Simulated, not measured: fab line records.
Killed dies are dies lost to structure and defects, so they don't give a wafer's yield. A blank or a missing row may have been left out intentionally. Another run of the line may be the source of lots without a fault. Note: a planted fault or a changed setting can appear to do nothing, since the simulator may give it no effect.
Struck lot and sound lot, side by side ; flow n5Finfet ; 37 out of 1938 route steps
Sound: the wafers L950.1, L950.3, L950.4. Struck: wafer L937.4 (L937.1, L937.6, from the same lot, were not struck and are left out); the cause is given at the end.
For every step that has rows: the tool of each side, followed by ch and its chambers, followed by its first start. Under that, the readings that differ: sound wafers ; struck wafers ; difference of the means ; sigmas: that difference in standard deviations of wafers without a fault.
alike: readings whose means differ by less than 2 such deviations, and words and numbers that are the same on both sides. not compared: withheld readings, readings that some wafer has no value for, bounds like >300 that may hide the same value, and numbers for which the record gives no deviation and whose values overlap.
The two part at a step that has a row with sigmas, a row that says differs or no value, or rows on one side only. When numbers do not overlap yet have no deviation, they are printed without sigmas and do not part them. Lack of a reading on every wafer of one side parts them only where that side has two or more wafers.

first, 9 steps without rows for these wafers: N5_BEOL_M12_PRE_CLEAN_42 (time 30 s); N5_BEOL_M12_SPUTTER_43 (material TaN, target thk 15 nm, time 24.19 s); N5_BEOL_M12_SPUTTER_44 (material Ta, target thk 10 nm, time 16.13 s); N5_BEOL_M12_SPUTTER_45 (material Cu, target thk 80 nm, time 13.33 s); N5_BEOL_M12_ECD_47 (material Cu, target thk 720 nm); N5_BEOL_M12_ANNEAL_48 (time 90 s); N5_BEOL_M12_CMP_49 (polishes, stops on SiOC, t overpolish 20.6 s, target thk 320 nm); N5_BEOL_M12_PRE_CLEAN_52 (time 15 s); N5_BEOL_M12_DEP_53 (deposits SiCN from 3MS/NH3, target thk 30 nm, time 10.5 s).
N5_BEOL_M13_ILD_DEP_00: deposits SiOC from DEMS/O2, target thk 837.92 nm, time 166.4 s.
  sound on pecvd-01 ch 1,2, day 16 18:28; struck on pecvd-01 ch 1, day 13 09:22
reading;sound;struck;difference;sigmas
runLengthS (s);211.7 211.9 211.6;136.7;-75.0;-99 or more
model.SiOC_of_BEOL_M13_ILD_DEP_00.thkNm (nm);824.6 835.2 843;466.4;-367.9;
  alike: heaterPowerW, showerheadPlenumPTorr, throttleValvePct
N5_BEOL_M13_THK_MEAS_01:
  struck on filmMetro-01, day 13 09:32; sound on filmMetro-01, day 16 18:37
reading;sound;struck;difference;sigmas
M13_ILD_THK (nm);824 835 843;467;-367;-33
then, 10 steps without rows for these wafers: N5_BEOL_M13_COAT_58 (time 60 s, resist thk 89 nm); N5_BEOL_M13_COAT_04 (resist thk 400 nm); N5_BEOL_M13_EBR_06; N5_BEOL_M13_SOFTBAKE_05 (time 60 s); N5_BEOL_M13_EXPOSE_07 (exposes mask V12); N5_BEOL_M13_PEB_08 (peb time 90 s); N5_BEOL_M13_DEVELOP_09 (develop time 45 s); N5_BEOL_M13_HARDBAKE_14 (time 120 s); N5_BEOL_M13_DESCUM_15 (chemistry O2, time 7.9 s); N5_BEOL_M13_ETCH_59 (etches BARC in N2/H2, target depth 89 nm, overetch 26.7 nm, time 67.9 s).
N5_BEOL_M13_VIA_ETCH_16: etches SiOC in C4F8/O2/Ar, target depth 921.7 nm.
  sound on rieDiel-01 ch 0,1,2, day 16 19:38; struck on rieDiel-06 ch 2, day 13 10:13
reading;sound;struck;difference;sigmas
model.etch.depthNm (nm);824.7 835.1 843.1;466.4;-367.9;
model.coat_of_BEOL_M13_COAT_04.thkNm (nm);74.2 70.2 67.8;178.6;+107.9;
  alike: drypumpMotorCurrentA, oesProductAu, rfVppV, showerheadPlenumPTorr, throttleValvePct
N5_BEOL_M13_STRIP_63: strips in N2/H2.
  sound on plasmaAsher-01 ch 0,1, day 16 19:53; struck on plasmaAsher-02 ch 1, day 13 10:27
reading;sound;struck;difference;sigmas
oesProductAu (a.u.);0.672 0.679 0.674;0.730;+0.055;+12
stripTimeToEndpointS (s);28.9 27.7 27.0;57.1;+29.2;+29
  alike: drypumpMotorCurrentA, heaterPowerW
  not compared: rfHoursCounterH
then, 12 steps without rows for these wafers: N5_BEOL_M13_STRIP_64 (strips in N2/H2); N5_BEOL_M13_STRIP_71 (strips in post etch residue remover, time 60 s); N5_BEOL_M13_SRD_72 (time 30 s, dry time 30 s); N5_BEOL_M13_COAT_65 (time 60 s, resist thk 350 nm); N5_BEOL_M13_COAT_66 (time 60 s, resist thk 110 nm); N5_BEOL_M13_COAT_22 (resist thk 300 nm); N5_BEOL_M13_EBR_24; N5_BEOL_M13_SOFTBAKE_23 (time 60 s); N5_BEOL_M13_EXPOSE_25 (exposes mask M13, target cd 210 nm); N5_BEOL_M13_PEB_26 (peb time 90 s); N5_BEOL_M13_DEVELOP_27 (develop time 45 s); N5_BEOL_M13_HARDBAKE_32 (time 120 s).
N5_BEOL_M13_CMP_49: polishes, stops on SiOC, t overpolish 17.1 s, target thk 420 nm.
  sound on cmp-01 ch 1,2,3, day 16 23:41; struck on cmp-03 ch 1, day 13 15:43
reading;sound;struck;difference;sigmas
model.SiOC_of_BEOL_M13_ILD_DEP_00.thkNm (nm);765.4 776.4 784.8;408.2;-367.3;
  alike: motorCurrentA, padLifeWafers
N5_PASSIVATION_PROBE_49:
  struck on prober-01, day 14 18:37; sound on prober-01, day 18 09:22
  alike: defectLimitedYield, killed_at_M0_to_M3, killed_at_M4_up, killedAtContacts, killedAtFrontEnd, killedAtOther, killedDies, killedOpen, killedShort, sort_bin_5_function, sort_bin_6_memory, sortNPass, sortYieldPct

== WHERE THEY PART ==
First at N5_BEOL_M13_ILD_DEP_00; last, within this record, at N5_BEOL_M13_STRIP_63. Later steps at which nothing parts them and some readings are alike: N5_BEOL_M13_CMP_49, N5_PASSIVATION_PROBE_49.

WHY: the cause the simulator had injected
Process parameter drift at N5_BEOL_M13_ILD_DEP_00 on pecvd-01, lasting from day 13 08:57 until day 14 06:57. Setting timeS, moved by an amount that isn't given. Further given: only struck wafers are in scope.
